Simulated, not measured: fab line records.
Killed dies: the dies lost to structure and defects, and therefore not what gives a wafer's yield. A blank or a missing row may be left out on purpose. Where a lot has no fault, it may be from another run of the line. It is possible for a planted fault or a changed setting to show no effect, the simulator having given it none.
fab line records ; flow nand_harc ; part 1 of 2: steps 1 to 22 of 28
[record] lots = 5; wafers = 15; last_day = 32
route steps=1302 shown A_STAIRCASE@655
lots that met no fault: taken from a fault-free run of the same line
start_h: hours from the record's opening day to when the first of the lot's shown wafers began ; wait_h: hours from the lot's prior step to this one ; " the same as in the row above ; L1.1+2: one row covering several wafers at once ; - no value present, or no start provided ; * or withheld: withheld ; < > ~ a bound
route shown NAME@n: a module of which the file shows steps, and the number in the route of the first ; usual: mean and standard deviation over wafers with no fault ; same: alike in all rows ; chamber/n: place in a boat ; sites: per-site readings ; _std_site: standard deviation of those values ; _edge_site: outer sites' mean less inner sites' ; radius_mm: how far each site lies from the wafer's centre ; mask NAME#n: copy n ; behind: the most recent tool/chamber to have shaped the wafer ; hold: the reason the lot was held/the length of the hold in hours/how it ended ; device: the n, p or np transistor that did not switch ; end of line: at the end of the route, the tests of the same wafers ; a step with no rows: only its recipe ; killed: dies that structure and defects cost at the first sort, which is not the same as the wafer's yield ; map: shows each die of a wafer: x if killed, . if not, _ if none is there
set.NAME: the setting the step ran with; set.NAME@STEP: the setting that earlier step ran with ; model.NAME: the simulator's own value behind a step, which no gauge read
lots seen at some steps along the route; tables by step, rows by wafer
services: from which hour (start_h, from the record's first day; less than 0 if before it) a tool's chamber was out of use, for how many hours, and why
[[steps]]
[step NHARC_A_STAIRCASE_PRECLEAN_173]
[recipe] time_s = *; temp_c = 50; bath_age_min = 0; chemistry = SC1
[usual] diw_flow_mL_min = 1415/3.9
lot.wafer;tool;chamber;start_h;wait_h;diw_flow_mL_min
L075.3;wet_bench-05;2;-;-;1408
L075.5;wet_bench-05;5;-;-;1415
L075.4;wet_bench-05;6;-;-;1408
L077.3;wet_bench-01;4;-;-;1418
L077.5;wet_bench-01;5;-;-;1420
L077.6;wet_bench-01;0;-;-;1412
L087.3;wet_bench-01;7;-;-;1419
L087.4;wet_bench-01;0;-;-;1413
L087.6;wet_bench-01;1;-;-;1414
L091.3;wet_bench-01;7;-;-;1413
L091.2;wet_bench-01;0;-;-;1419
L091.1;wet_bench-01;2;-;-;1421
L093.3;wet_bench-03;2;-;-;1414
L093.1;wet_bench-03;3;-;-;1412
L093.4;wet_bench-03;5;-;-;1416
[step NHARC_A_STAIRCASE_SRD_174]
lot.wafer;tool;chamber;start_h;wait_h
L075.3+5+4;wet_bench-05;2,5,6;-;-
L077.3+5+6;wet_bench-01;4,5,0;-;-
L087.3+4+6;wet_bench-01;7,0,1;-;-
L091.3+2+1;wet_bench-01;7,0,2;-;-
L093.3+1+4;wet_bench-03;2,3,5;-;-
[step NHARC_A_STAIRCASE_DEHYDRATE_01]
[recipe] temp_c = 150; time_s = 120
lot.wafer;tool;chamber;start_h;wait_h
L075.3+4+5;litho_track-05;0;363.65;-
L077.3+5+6;litho_track-05;0;381.97;-
L087.3+4+6;litho_track-02;0;492.14;-
L091.1+2+3;litho_track-02;0;527.42;-
L093.1+3+4;litho_track-07;0;537.58;-
[step NHARC_A_STAIRCASE_HMDS_02]
[recipe] time_s = 30
lot.wafer;tool;chamber;start_h;wait_h
L075.3+4+5;litho_track-05;0;-;-
L077.3+5+6;litho_track-05;0;-;-
L087.3+4+6;litho_track-02;0;-;-
L091.1+2+3;litho_track-02;0;-;-
L093.1+3+4;litho_track-07;0;-;-
[step NHARC_A_STAIRCASE_COAT_03]
[recipe] spin_rpm = 1200
lot.wafer;tool;chamber;start_h;wait_h
L075.3+4+5;litho_track-05;0;-;-
L077.3+5+6;litho_track-05;0;-;-
L087.3+4+6;litho_track-02;0;-;-
L091.1+2+3;litho_track-02;0;-;-
L093.1+3+4;litho_track-07;0;-;-
[step NHARC_A_STAIRCASE_SOFTBAKE_04]
[recipe] temp_c = 135; time_s = 170
lot.wafer;tool;chamber;start_h;wait_h
L075.3+4+5;litho_track-05;0;-;-
L077.3+5+6;litho_track-05;0;-;-
L087.3+4+6;litho_track-02;0;-;-
L091.1+2+3;litho_track-02;0;-;-
L093.1+3+4;litho_track-07;0;-;-
[step NHARC_A_STAIRCASE_EBR_05]
lot.wafer;tool;chamber;start_h;wait_h
L075.3+4+5;litho_track-05;0;-;-
L077.3+5+6;litho_track-05;0;-;-
L087.3+4+6;litho_track-02;0;-;-
L091.1+2+3;litho_track-02;0;-;-
L093.1+3+4;litho_track-07;0;-;-
[step NHARC_A_STAIRCASE_EXPOSE_06]
[recipe] na = 0.5; dose_mj = 25.43; mask_id = STAIR
[usual] stage_vel_mm_s = 499.91/0.25
lot.wafer;tool;chamber;start_h;wait_h;mask;stage_vel_mm_s
L075.3;krf_scanner-03;0;363.99;-;STAIR#0;499.81
L075.4;krf_scanner-03;0;363.99;-;STAIR#0;499.92
L075.5;krf_scanner-03;0;363.99;-;STAIR#0;499.72
L077.3;krf_scanner-01;0;382.18;-;STAIR#0;499.87
L077.5;krf_scanner-01;0;382.18;-;STAIR#0;500.34
L077.6;krf_scanner-01;0;382.18;-;STAIR#0;499.60
L087.3;krf_scanner-01;0;492.36;-;STAIR#0;499.76
L087.4;krf_scanner-01;0;492.36;-;STAIR#0;499.84
L087.6;krf_scanner-01;0;492.36;-;STAIR#0;499.77
L091.1;krf_scanner-03;0;527.63;-;STAIR#0;499.82
L091.2;krf_scanner-03;0;527.63;-;STAIR#0;499.88
L091.3;krf_scanner-03;0;527.63;-;STAIR#0;499.52
L093.1;krf_scanner-02;0;537.91;-;STAIR#0;499.92
L093.3;krf_scanner-02;0;537.91;-;STAIR#0;499.88
L093.4;krf_scanner-02;0;537.91;-;STAIR#0;499.97
[step NHARC_A_STAIRCASE_PEB_07]
[recipe] peb_temp_c = 115; peb_time_s = 130
lot.wafer;tool;chamber;start_h;wait_h
L075.3+4+5;litho_track-02;0;364.05;0.1
L077.3+5+6;litho_track-05;0;382.24;0.0
L087.3+4+6;litho_track-05;0;492.41;0.0
L091.1+2+3;litho_track-05;0;527.70;0.1
L093.1+3+4;litho_track-05;0;537.98;0.1
[step NHARC_A_STAIRCASE_DEVELOP_08]
[recipe] time_s = 140
lot.wafer;tool;chamber;start_h;wait_h
L075.3+4+5;litho_track-02;0;-;-
L077.3+5+6;litho_track-05;0;-;-
L087.3+4+6;litho_track-05;0;-;-
L091.1+2+3;litho_track-05;0;-;-
L093.1+3+4;litho_track-05;0;-;-
[step NHARC_A_STAIRCASE_HARDBAKE_10]
[recipe] temp_c = 120; time_s = 140
lot.wafer;tool;chamber;start_h;wait_h
L075.3+4+5;litho_track-05;0;364.28;-
L077.3+5+6;litho_track-05;0;382.46;-
L087.3+4+6;litho_track-05;0;492.64;-
L091.1+2+3;litho_track-02;0;527.91;-
L093.1+3+4;litho_track-02;0;538.20;-
[step NHARC_A_STAIRCASE_DESCUM_11]
[recipe] time_s = 3; o2_flow_sccm = 200; ar_flow_sccm = 0; bias_power_w = 0; chemistry = O2
[usual] drypump_motor_current_A = 6.0/0.34; oes_product_au = 1.002/0.013; rf_vpp_V = 57.8/0.82; showerhead_plenum_p_Torr = 1.90/0.091; throttle_valve_pct = 11.311/0.009
lot.wafer;tool;chamber;start_h;wait_h;drypump_motor_current_A;oes_product_au;rf_hours_counter_h;rf_vpp_V;showerhead_plenum_p_Torr;throttle_valve_pct
L075.3;rie_diel-13;0;364.37;-;6.3;1.008;2;58.9;1.97;11.296
L075.4;rie_diel-13;2;364.37;-;6.5;1.002;3;57.0;1.91;11.316
L075.5;rie_diel-13;0;364.37;-;6.3;1.012;-;58.1;1.97;11.321
L077.3;rie_diel-13;0;382.55;-;6.3;0.997;7;58.5;1.97;11.293
L077.5;rie_diel-13;3;382.55;-;5.5;1.023;-;57.1;1.79;11.292
L077.6;rie_diel-13;0;382.55;-;6.3;0.991;-;57.7;1.97;11.320
L087.4;rie_diel-13;0;492.72;-;6.3;1.005;52;56.4;1.95;11.297
L087.3;rie_diel-13;1;492.72;-;6.4;0.992;39;58.9;2.06;11.295
L087.6;rie_diel-13;0;492.72;-;6.3;1.005;-;56.4;1.95;11.324
L091.1;rie_diel-03;0;528.00;-;6.1;1.033;17;58.3;1.85;11.311
L091.3;rie_diel-03;2;528.00;-;6.0;0.997;18;57.2;1.81;11.320
L091.2;rie_diel-03;3;528.00;-;5.9;0.995;19;58.9;2.01;11.310
L093.4;rie_diel-13;2;538.30;-;6.5;1.008;3;58.0;1.89;11.321
L093.1;rie_diel-13;3;538.30;-;5.6;1.005;3;57.7;2.08;11.314
L093.3;rie_diel-13;0;538.30;-;6.3;1.015;4;57.6;1.95;11.318
[step NHARC_A_STAIRCASE_TRIM_12]
[recipe] time_s = 211.2; o2_flow_sccm = 500; ar_flow_sccm = 0; bias_w = 0; chemistry = O2
[usual] drypump_motor_current_A = 6.0/0.34; oes_product_au = 1.002/0.013; rf_vpp_V = 57.9/0.86; showerhead_plenum_p_Torr = 3.52/0.16; throttle_valve_pct = 17.036/0.0085
[same] bias_w = 0
lot.wafer;tool;chamber;start_h;wait_h;drypump_motor_current_A;oes_product_au;rf_hours_counter_h;rf_vpp_V;showerhead_plenum_p_Torr;throttle_valve_pct
L075.3;rie_diel-13;3;364.46;0.1;5.6;1.018;2;57.2;3.31;17.039
L075.4;rie_diel-13;0;364.46;0.1;6.3;1.009;2;59.5;3.62;17.021
L075.5;rie_diel-13;3;364.46;0.1;5.6;1.015;-;57.3;3.31;17.036
L077.3;rie_diel-13;2;382.71;0.2;6.5;1.009;10;56.6;3.52;17.034
L077.6;rie_diel-13;0;382.71;0.2;6.3;0.990;-;57.2;3.62;17.033
L077.5;rie_diel-13;1;382.71;0.2;6.4;0.983;-;57.7;3.80;17.049
L087.3;rie_diel-13;1;492.81;0.1;6.4;0.982;39;59.3;3.79;17.022
L087.4;rie_diel-13;0;492.81;0.1;6.3;0.999;52;57.1;3.59;17.028
L087.6;rie_diel-13;2;492.81;0.1;6.5;1.016;-;57.6;3.49;17.029
L091.1;rie_diel-03;2;528.09;0.1;6.0;0.994;18;56.4;3.36;17.038
L091.3;rie_diel-03;3;528.09;0.1;5.9;1.006;19;57.8;3.69;17.031
L091.2;rie_diel-03;1;528.09;0.1;6.2;1.011;16;57.5;3.80;17.016
L093.3;rie_diel-13;0;538.39;0.1;6.3;1.016;4;58.3;3.59;17.036
L093.4;rie_diel-13;1;538.39;0.1;6.4;0.988;4;58.3;3.78;17.037
L093.1;rie_diel-13;2;538.39;0.1;6.5;1.000;3;56.8;3.49;17.018
[step NHARC_A_STAIRCASE_ETCH_13]
[recipe] target_depth_a = 1000; time_s = 40.5; ion_energy_ev = 400; c4f8_flow_sccm = 20; o2_flow_sccm = 10; ar_flow_sccm = withheld; rf_w = 600; bias_w = 1000; chemistry = C4F8/O2
[usual] bias_w = 999.9/3; oes_product_au = 0.947/0.013; rf_vpp_V = 895/5.8
lot.wafer;tool;chamber;start_h;wait_h;bias_w;oes_product_au;rf_hours_counter_h;rf_vpp_V
L075.4;rie_diel-13;3;-;-;999.3;0.954;2;887
L075.3;rie_diel-13;0;-;-;1001.5;0.950;2;898
L075.5;rie_diel-13;3;-;-;1001.0;0.956;-;888
L077.3;rie_diel-13;2;-;-;999.5;0.956;10;893
L077.6;rie_diel-13;2;-;-;1005.0;0.947;-;895
L077.5;rie_diel-13;3;-;-;997.2;0.959;-;889
L087.4;rie_diel-13;2;-;-;1000.7;0.956;50;893
L087.3;rie_diel-13;3;-;-;1004.0;0.950;54;886
L087.6;rie_diel-13;0;-;-;996.9;0.941;-;899
L091.3;rie_diel-03;0;-;-;1002.4;0.977;17;892
L091.2;rie_diel-03;2;-;-;998.8;0.946;18;890
L091.1;rie_diel-03;3;-;-;1002.4;0.940;19;900
L093.4;rie_diel-13;0;-;-;1001.2;0.964;4;898
L093.1;rie_diel-13;1;-;-;1005.3;0.945;4;905
L093.3;rie_diel-13;2;-;-;999.6;0.960;3;896
[step NHARC_A_STAIRCASE_TRIM_14]
[recipe] time_s = 211.2; o2_flow_sccm = 500; ar_flow_sccm = 0; bias_w = 0; chemistry = O2
[usual] drypump_motor_current_A = 6.0/0.32; oes_product_au = 1.001/0.013; rf_vpp_V = 57.7/0.84; showerhead_plenum_p_Torr = 3.52/0.16; throttle_valve_pct = 17.037/0.0089
[same] bias_w = 0
lot.wafer;tool;chamber;start_h;wait_h;drypump_motor_current_A;oes_product_au;rf_hours_counter_h;rf_vpp_V;showerhead_plenum_p_Torr;throttle_valve_pct
L075.4;rie_diel-13;2;-;-;6.5;1.014;3;58.3;3.52;17.051
L075.3;rie_diel-13;3;-;-;5.6;1.022;2;57.2;3.31;17.020
L075.5;rie_diel-13;2;-;-;6.5;1.012;-;56.9;3.52;17.045
L077.3;rie_diel-13;1;-;-;6.5;0.987;8;57.7;3.80;17.043
L077.6;rie_diel-13;1;-;-;6.4;0.987;-;59.3;3.80;17.037
L077.5;rie_diel-13;2;-;-;6.5;1.016;-;57.8;3.52;17.032
L087.4;rie_diel-13;1;-;-;6.4;0.980;39;58.0;3.78;17.032
L087.3;rie_diel-13;2;-;-;6.5;1.010;50;57.5;3.49;17.026
L087.6;rie_diel-13;3;-;-;5.5;1.005;-;59.2;3.29;17.041
L091.2;rie_diel-03;2;-;-;6.0;0.998;18;57.1;3.36;17.036
L091.3;rie_diel-03;3;-;-;5.9;0.985;19;56.0;3.69;17.033
L091.1;rie_diel-03;1;-;-;6.2;1.005;16;59.0;3.80;17.035
L093.4;rie_diel-13;0;-;-;6.3;1.020;4;58.2;3.59;17.045
L093.3;rie_diel-13;1;-;-;6.4;0.995;4;58.2;3.78;17.018
L093.1;rie_diel-13;2;-;-;6.5;1.006;3;58.2;3.49;17.013
[step NHARC_A_STAIRCASE_ETCH_15]
[recipe] target_depth_a = 1000; time_s = 40.5; ion_energy_ev = 400; c4f8_flow_sccm = 20; o2_flow_sccm = 10; ar_flow_sccm = withheld; rf_w = 600; bias_w = 1000; chemistry = C4F8/O2
[usual] bias_w = 1000.1/3; oes_product_au = 0.945/0.014; rf_vpp_V = 895/5.8
lot.wafer;tool;chamber;start_h;wait_h;bias_w;oes_product_au;rf_hours_counter_h;rf_vpp_V
L075.4;rie_diel-13;1;-;-;1003.8;0.933;3;905
L075.3;rie_diel-13;3;-;-;997.4;0.965;2;889
L075.5;rie_diel-13;2;-;-;1004.6;0.945;-;896
L077.3;rie_diel-13;3;-;-;1002.7;0.964;9;887
L077.5;rie_diel-13;2;-;-;997.7;0.949;-;896
L077.6;rie_diel-13;3;-;-;995.3;0.972;-;887
L087.3;rie_diel-13;2;-;-;1003.9;0.955;50;895
L087.4;rie_diel-13;0;-;-;998.3;0.940;52;898
L087.6;rie_diel-13;2;-;-;1000.0;0.957;-;894
L091.3;rie_diel-03;0;-;-;996.5;0.983;17;892
L091.2;rie_diel-03;1;-;-;1005.2;0.956;16;904
L091.1;rie_diel-03;3;-;-;996.7;0.943;19;902
L093.3;rie_diel-13;0;-;-;1007.0;0.960;4;898
L093.4;rie_diel-13;1;-;-;998.2;0.939;4;905
L093.1;rie_diel-13;2;-;-;1003.3;0.949;3;894
[step NHARC_A_STAIRCASE_TRIM_16]
[recipe] time_s = 211.2; o2_flow_sccm = 500; ar_flow_sccm = 0; bias_w = 0; chemistry = O2
[usual] drypump_motor_current_A = 6.0/0.34; oes_product_au = 1.001/0.012; rf_vpp_V = 57.7/0.93; showerhead_plenum_p_Torr = 3.52/0.16; throttle_valve_pct = 17.036/0.0091
[same] bias_w = 0
lot.wafer;tool;chamber;start_h;wait_h;drypump_motor_current_A;oes_product_au;rf_hours_counter_h;rf_vpp_V;showerhead_plenum_p_Torr;throttle_valve_pct
L075.4;rie_diel-13;2;-;-;6.5;1.004;3;56.3;3.52;17.040
L075.3;rie_diel-13;0;-;-;6.3;1.011;3;57.8;3.62;17.033
L075.5;rie_diel-13;1;-;-;6.4;0.998;-;56.4;3.81;17.037
L077.3;rie_diel-13;3;-;-;5.6;1.009;9;58.3;3.31;17.024
L077.5;rie_diel-13;2;-;-;6.5;1.005;-;58.2;3.52;17.024
L077.6;rie_diel-13;3;-;-;5.6;1.001;-;57.7;3.31;17.032
L087.4;rie_diel-13;1;-;-;6.4;0.981;39;58.0;3.79;17.034
L087.3;rie_diel-13;0;-;-;6.3;1.005;52;58.5;3.59;17.043
L087.6;rie_diel-13;2;-;-;6.5;1.012;-;58.6;3.49;17.034
L091.1;rie_diel-03;1;-;-;6.2;1.004;17;57.2;3.80;17.051
L091.2;rie_diel-03;2;-;-;6.0;1.002;19;59.4;3.35;17.033
L091.3;rie_diel-03;3;-;-;5.9;0.994;19;58.4;3.69;17.055
L093.4;rie_diel-13;0;-;-;6.4;1.018;4;57.5;3.59;17.036
L093.3;rie_diel-13;1;-;-;6.4;1.002;4;59.2;3.78;17.020
L093.1;rie_diel-13;3;-;-;5.6;1.006;4;58.4;3.81;17.036
[step NHARC_A_STAIRCASE_ETCH_17]
[recipe] target_depth_a = 1000; time_s = 40.5; ion_energy_ev = 400; c4f8_flow_sccm = 20; o2_flow_sccm = 10; ar_flow_sccm = withheld; rf_w = 600; bias_w = 1000; chemistry = C4F8/O2
[usual] bias_w = 1000/3.1; oes_product_au = 0.944/0.013; rf_vpp_V = 895/5.8
lot.wafer;tool;chamber;start_h;wait_h;bias_w;oes_product_au;rf_hours_counter_h;rf_vpp_V
L075.3;rie_diel-13;3;-;-;1000;0.958;3;886
L075.4;rie_diel-13;0;-;-;1001;0.948;3;899
L075.5;rie_diel-13;3;-;-;1001;0.958;-;888
L077.3;rie_diel-13;1;-;-;1001;0.942;8;905
L077.6;rie_diel-13;0;-;-;999;0.944;-;900
L077.5;rie_diel-13;1;-;-;1000;0.922;-;904
L087.4;rie_diel-13;0;-;-;999;0.951;52;898
L087.3;rie_diel-13;2;-;-;1009;0.953;51;895
L087.6;rie_diel-13;0;-;-;1001;0.946;-;898
L091.2;rie_diel-03;2;-;-;1001;0.933;19;890
L091.3;rie_diel-03;3;-;-;1003;0.927;19;903
L091.1;rie_diel-03;0;-;-;995;0.986;17;892
L093.3;rie_diel-13;2;-;-;999;0.942;3;897
L093.4;rie_diel-13;0;-;-;1001;0.956;5;898
L093.1;rie_diel-13;1;-;-;1000;0.931;4;905
[step NHARC_A_STAIRCASE_TRIM_18]
[recipe] time_s = 211.2; o2_flow_sccm = 500; ar_flow_sccm = 0; bias_w = 0; chemistry = O2
[usual] drypump_motor_current_A = 6.0/0.34; oes_product_au = 1.002/0.013; rf_vpp_V = 57.6/0.89; showerhead_plenum_p_Torr = 3.51/0.16; throttle_valve_pct = 17.037/0.0099
[same] bias_w = 0
lot.wafer;tool;chamber;start_h;wait_h;drypump_motor_current_A;oes_product_au;rf_hours_counter_h;rf_vpp_V;showerhead_plenum_p_Torr;throttle_valve_pct
L075.3;rie_diel-13;0;-;-;6.3;0.993;3;57.8;3.62;17.034
L075.4;rie_diel-13;1;-;-;6.5;0.994;3;57.8;3.81;17.020
L075.5;rie_diel-13;3;-;-;5.6;1.021;-;57.2;3.31;17.040
L077.3;rie_diel-13;2;-;-;6.5;1.011;10;58.6;3.52;17.036
L077.6;rie_diel-13;3;-;-;5.5;1.016;-;56.6;3.31;17.025
L077.5;rie_diel-13;0;-;-;6.3;1.004;-;57.7;3.62;17.039
L087.3;rie_diel-13;3;-;-;5.6;1.003;55;57.5;3.29;17.031
L087.4;rie_diel-13;2;-;-;6.5;1.023;51;58.0;3.49;17.032
L087.6;rie_diel-13;3;-;-;5.6;0.998;-;57.1;3.29;17.054
L091.3;rie_diel-03;3;-;-;5.9;0.991;19;58.8;3.69;17.036
L091.1;rie_diel-03;0;-;-;6.2;1.029;17;57.9;3.43;17.055
L091.2;rie_diel-03;2;-;-;6.0;0.995;19;56.2;3.35;17.035
L093.3;rie_diel-13;1;-;-;6.5;0.987;4;57.6;3.78;17.037
L093.1;rie_diel-13;2;-;-;6.4;0.988;4;59.4;3.49;17.032
L093.4;rie_diel-13;3;-;-;5.6;0.993;4;58.1;3.81;17.031
[step NHARC_A_STAIRCASE_ETCH_19]
[recipe] target_depth_a = 1000; time_s = 40.5; ion_energy_ev = 400; c4f8_flow_sccm = 20; o2_flow_sccm = 10; ar_flow_sccm = withheld; rf_w = 600; bias_w = 1000; chemistry = C4F8/O2
[usual] bias_w = 999.9/2.7; oes_product_au = 0.945/0.014; rf_vpp_V = 896/5.8
lot.wafer;tool;chamber;start_h;wait_h;bias_w;oes_product_au;rf_hours_counter_h;rf_vpp_V
L075.3;rie_diel-13;2;-;-;1000.0;0.940;3;897
L075.4;rie_diel-13;3;-;-;1001.1;0.965;3;889
L075.5;rie_diel-13;1;-;-;997.3;0.936;-;904
L077.3;rie_diel-13;1;-;-;1005.7;0.930;8;905
L077.5;rie_diel-13;3;-;-;999.2;0.951;-;887
L077.6;rie_diel-13;0;-;-;1003.3;0.942;-;899
L087.3;rie_diel-13;1;-;-;1000.2;0.934;39;906
L087.4;rie_diel-13;0;-;-;1001.6;0.950;52;898
L087.6;rie_diel-13;2;-;-;1001.7;0.963;-;894
L091.3;rie_diel-03;0;-;-;996.9;0.972;17;892
L091.2;rie_diel-03;1;-;-;1001.1;0.946;17;907
L091.1;rie_diel-03;2;-;-;1005.1;0.933;19;889
L093.4;rie_diel-13;3;-;-;995.8;0.945;4;904
L093.3;rie_diel-13;0;-;-;1000.3;0.958;5;899
L093.1;rie_diel-13;1;-;-;998.4;0.922;5;906
[step NHARC_A_STAIRCASE_TRIM_20]
[recipe] time_s = 211.2; o2_flow_sccm = 500; ar_flow_sccm = 0; bias_w = 0; chemistry = O2
[usual] drypump_motor_current_A = 6.0/0.34; oes_product_au = 1.003/0.012; rf_vpp_V = 57.8/0.88; showerhead_plenum_p_Torr = 3.55/0.16; throttle_valve_pct = 17.037/0.0085
[same] bias_w = 0
lot.wafer;tool;chamber;start_h;wait_h;drypump_motor_current_A;oes_product_au;rf_hours_counter_h;rf_vpp_V;showerhead_plenum_p_Torr;throttle_valve_pct
L075.3;rie_diel-13;1;365.46;0.1;6.4;0.995;3;57.1;3.81;17.049
L075.4;rie_diel-13;2;365.46;0.1;6.5;1.011;3;58.5;3.52;17.024
L075.5;rie_diel-13;1;365.46;0.1;6.4;0.992;-;59.4;3.81;17.027
L077.3;rie_diel-13;0;383.73;0.1;6.3;0.998;8;58.4;3.62;17.044
L077.6;rie_diel-13;3;383.73;0.1;5.6;1.010;-;58.0;3.31;17.032
L077.5;rie_diel-13;0;383.73;0.1;6.3;1.000;-;58.7;3.62;17.044
L087.3;rie_diel-13;1;493.89;0.1;6.4;0.982;39;57.6;3.79;17.040
L087.4;rie_diel-13;2;493.89;0.1;6.5;1.011;51;57.7;3.49;17.042
L087.6;rie_diel-13;0;493.89;0.1;6.3;1.006;-;58.3;3.59;17.051
L091.2;rie_diel-03;1;529.12;0.1;6.2;1.005;17;58.3;3.80;17.035
L091.1;rie_diel-03;2;529.12;0.1;6.0;0.990;19;57.2;3.35;17.044
L091.3;rie_diel-03;3;529.12;0.1;5.9;0.995;19;58.1;3.69;17.038
L093.4;rie_diel-03;1;539.57;0.1;6.2;0.993;20;59.7;3.80;17.033
L093.1;rie_diel-03;2;539.57;0.1;6.0;0.984;22;57.2;3.35;17.050
L093.3;rie_diel-03;0;539.57;0.1;6.2;1.028;21;57.8;3.42;17.040
[step NHARC_A_STAIRCASE_ETCH_21]
[recipe] target_depth_a = 1000; time_s = 40.5; ion_energy_ev = 400; c4f8_flow_sccm = 20; o2_flow_sccm = 10; ar_flow_sccm = withheld; rf_w = 600; bias_w = 1000; chemistry = C4F8/O2
[usual] bias_w = 1000/3.2; oes_product_au = 0.956/0.02; rf_vpp_V = 896/5.5
lot.wafer;tool;chamber;start_h;wait_h;bias_w;oes_product_au;rf_hours_counter_h;rf_vpp_V
L075.4;rie_diel-13;2;-;-;1002;0.954;3;898
L075.3;rie_diel-13;0;-;-;999;0.962;3;899
L075.5;rie_diel-13;2;-;-;1004;0.944;-;897
L077.3;rie_diel-13;0;-;-;998;0.937;8;900
L077.5;rie_diel-13;2;-;-;1003;0.951;-;896
L077.6;rie_diel-13;3;-;-;997;0.954;-;887
L087.4;rie_diel-13;3;-;-;999;0.936;55;888
L087.3;rie_diel-13;0;-;-;998;0.942;52;897
L087.6;rie_diel-13;0;-;-;1000;0.930;-;898
L091.3;rie_diel-03;3;-;-;999;0.947;19;902
L091.2;rie_diel-03;1;-;-;997;0.942;17;905
L091.1;rie_diel-03;2;-;-;993;0.930;19;891
L093.4;rie_diel-03;0;-;-;1003;0.989;21;892
L093.1;rie_diel-03;1;-;-;998;0.958;20;906
L093.3;rie_diel-03;2;-;-;999;0.955;22;890
